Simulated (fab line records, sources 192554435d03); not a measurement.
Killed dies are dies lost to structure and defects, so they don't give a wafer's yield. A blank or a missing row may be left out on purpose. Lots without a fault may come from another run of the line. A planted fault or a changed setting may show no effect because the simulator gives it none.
A struck lot beside a sound one | flow n5_finfet | 41 steps out of a route of 1938
Sound: wafers L963.1, L963.2, L963.6. Struck: wafers L977.2, L977.3, L977.5. The cause comes at the end.
At each step with rows: each side's tool, then ch and its chambers, then its first start. Under that, the readings that differ: sound wafers | struck wafers | difference of the means | sigmas: that difference in standard deviations of wafers without a fault.
alike: readings whose means differ by less than 2 such deviations, and words and numbers that are the same on both sides. not compared: withheld readings, readings that some wafer has no value for, bounds like >300 that may hide the same value, and numbers for which the record gives no deviation and whose values overlap.
The two part at a step that has a row with sigmas, a row that says differs or no value, or rows on one side only. Numbers that don't overlap but have no deviation are shown without sigmas and don't part them. A reading that every wafer of one side lacks parts them only if that side has two wafers or more.

first, 5 steps without rows for these wafers: N5_BEOL_M2_ANNEAL_82 (time 240 s); N5_BEOL_M2_SPUTTER_86 (material Cu, target thk 4.5 nm, time 8.29 s); N5_BEOL_M2_ANNEAL_87 (time 240 s); N5_BEOL_M2_SPUTTER_88 (material Cu, target thk 4.5 nm, time 8.29 s); N5_BEOL_M2_ANNEAL_89 (time 240 s).
N5_BEOL_M2_SPUTTER_90: material Cu, target thk 4.5 nm, time 8.29 s.
  sound on pvd_sputter-03, day 6 23:01; struck on pvd_sputter-02, day 10 09:28
  alike: chuck_sensor_temp_C, throttle_valve_pct
N5_BEOL_M2_ANNEAL_91: time 240 s.
  sound on pvd_sputter-03, day 6 23:05; struck on pvd_sputter-02, day 10 09:33
  alike: heater_power_w
then, 3 steps without rows for these wafers: N5_BEOL_M2_SPUTTER_92 (material Cu, target thk 4.5 nm, time 8.29 s); N5_BEOL_M2_ANNEAL_93 (time 240 s); N5_BEOL_M2_SPUTTER_94 (material Cu, target thk 4.5 nm, time 8.29 s).
N5_BEOL_M2_ANNEAL_95: time 240 s.
  sound on pvd_sputter-03, day 6 23:32; struck on pvd_sputter-02, day 10 09:59
  alike: heater_power_w
then, 1 step without rows for these wafers: N5_BEOL_M2_SPUTTER_96 (material Cu, target thk 4.5 nm, time 8.29 s).
N5_BEOL_M2_ECD_50: material Cu, target thk 300 nm.
  sound on ecd_cu-01 ch 0,1, day 6 23:47; struck on ecd_cu-01 ch 0,1, day 10 10:15
N5_BEOL_M2_ANNEAL_51: time 90 s.
  sound on rtp_anneal-02 ch 0, day 6 23:52; struck on rtp_anneal-02 ch 0, day 10 10:22
  alike: wafer_temp_C_max
N5_BEOL_M2_CMP_52: polishes, stops on SiOC, t overpolish 6.8 s, target thk 40 nm.
  sound on cmp-01 ch 2,3, day 7 00:11; struck on cmp-03 ch 1,2, day 10 10:38
  alike: barrier_field_endpoint_s, head_pressure_psi, motor_current_A, overpolish_run_s, time_to_endpoint_s
N5_BEOL_M2_THK_MEAS_53: measures by xrf.
  sound on film_metro-02, day 7 00:28; struck on film_metro-02, day 10 10:56
  alike: M2_THK
then, 4 steps without rows for these wafers: N5_BEOL_M2_PRE_CLEAN_60 (time 15 s); N5_BEOL_M2_CO_CAP_55 (material Co, precursor CCTBA/H2, target thk 2 nm, time 102.1 s); N5_BEOL_M2_PRE_CLEAN_56 (time 15 s); N5_BEOL_M2_DEP_57 (deposits SiCN from 3MS/NH3, target thk 8 nm, time 14 s).
N5_BEOL_M2_RS_MEAS_58: measures by four-point-probe.
  sound on film_metro-02, day 7 00:44; struck on film_metro-02, day 10 11:13
  alike: M2_RS
then, 1 step without rows for these wafers: N5_BEOL_M3_ILD_DEP_00 (deposits SiOC from DEMS/O2, target thk 79 nm, time 15.3 s).
N5_BEOL_M3_THK_MEAS_01:
  sound on film_metro-02, day 7 00:52; struck on film_metro-02, day 10 11:21
  alike: M3_ILD_THK
then, 11 steps without rows for these wafers: N5_BEOL_M3_PECVD_72 (deposits SiO2 from TEOS/O2, target thk 16 nm, time 18 s); N5_BEOL_M3_HM_DEP_02 (deposits TiN, target thk 20 nm); N5_BEOL_M3_COAT_61 (time 60 s, resist thk 60 nm); N5_BEOL_M3_COAT_62 (time 60 s, resist thk 12 nm); N5_BEOL_M3_COAT_73 (time 60 s, resist thk 5 nm); N5_BEOL_M3_COAT_05 (resist thk 30 nm); N5_BEOL_M3_EBR_07; N5_BEOL_M3_SOFTBAKE_06 (time 60 s); N5_BEOL_M3_EXPOSE_08 (exposes mask M3); N5_BEOL_M3_PEB_09 (peb time 60 s); N5_BEOL_M3_DEVELOP_10 (develop time 30 s).
N5_BEOL_M3_CD_MEAS_11: target cd 17.05 nm.
  sound on cd_sem-02 ch 0, day 7 02:56; struck on cd_sem-02 ch 0, day 10 13:47
  alike: cd_nm
N5_BEOL_M3_OVL_MEAS_12:
  sound on overlay-02 ch 0, day 7 02:58; struck on overlay-02 ch 0, day 10 13:49
  alike: M3_OVL
then, 4 steps without rows for these wafers: N5_BEOL_M3_DESCUM_16 (chemistry O2, time 7 s); N5_BEOL_M3_ETCH_74 (etches underlayer in N2/H2, target depth 6.5 nm, time 5.2 s); N5_BEOL_M3_ETCH_63 (etches SiARC in CF4, target depth 15.6 nm, time 26 s); N5_BEOL_M3_ETCH_64 (etches SOC in N2/H2, target depth 75 nm, overetch 15 nm, time 112.5 s).
-- the record jumps here: 5 days lie between the struck wafers' starts before and after (it left off in module BEOL_M3 and takes up again in module PASSIVATION, whose first step shown is number 1936 of the route) --
N5_PASSIVATION_PROBE_49:
  sound on prober-01, day 12 11:11; struck on prober-01, day 15 21:32
  reading                  | sound          | struck         | difference | sigmas
  defect_limited_yield (%) | 89.9 91.6 90.4 | 56.4 56.9 57.5 | -33.7      | -22
  killed_at_M0_to_M3       | 20 26 21       | 477 443 450    | +434       | +51
  killed_at_front_end      | 62 42 61       | 14 22 21       | -36        | -3
  killed_dies              | 119 99 113     | 514 508 502    | +398       | +23
  killed_on_rim            | 13 12 13       | 69 57 59       | +49        | +14
  sort_bin_5_function (%)  | 7.0 4.8 5.9    | 28.4 25.6 24.8 | +20.4      | +22
  sort_bin_6_memory (%)    | 2.7 3.3 3.2    | 12.6 15.0 15.3 | +11.2      | +17
  sort_n_pass              | 1061 1081 1067 | 666 672 678    | -398       | -23
  sort_yield_pct (%)       | 89.9 91.6 90.4 | 56.4 56.9 57.5 | -33.7      | -22
  alike: killed_at_M4_up, killed_at_contacts, killed_at_other, killed_open, killed_short

WHERE THEY PART
Only at N5_PASSIVATION_PROBE_49, within this record.

WHY: what the simulator had put in
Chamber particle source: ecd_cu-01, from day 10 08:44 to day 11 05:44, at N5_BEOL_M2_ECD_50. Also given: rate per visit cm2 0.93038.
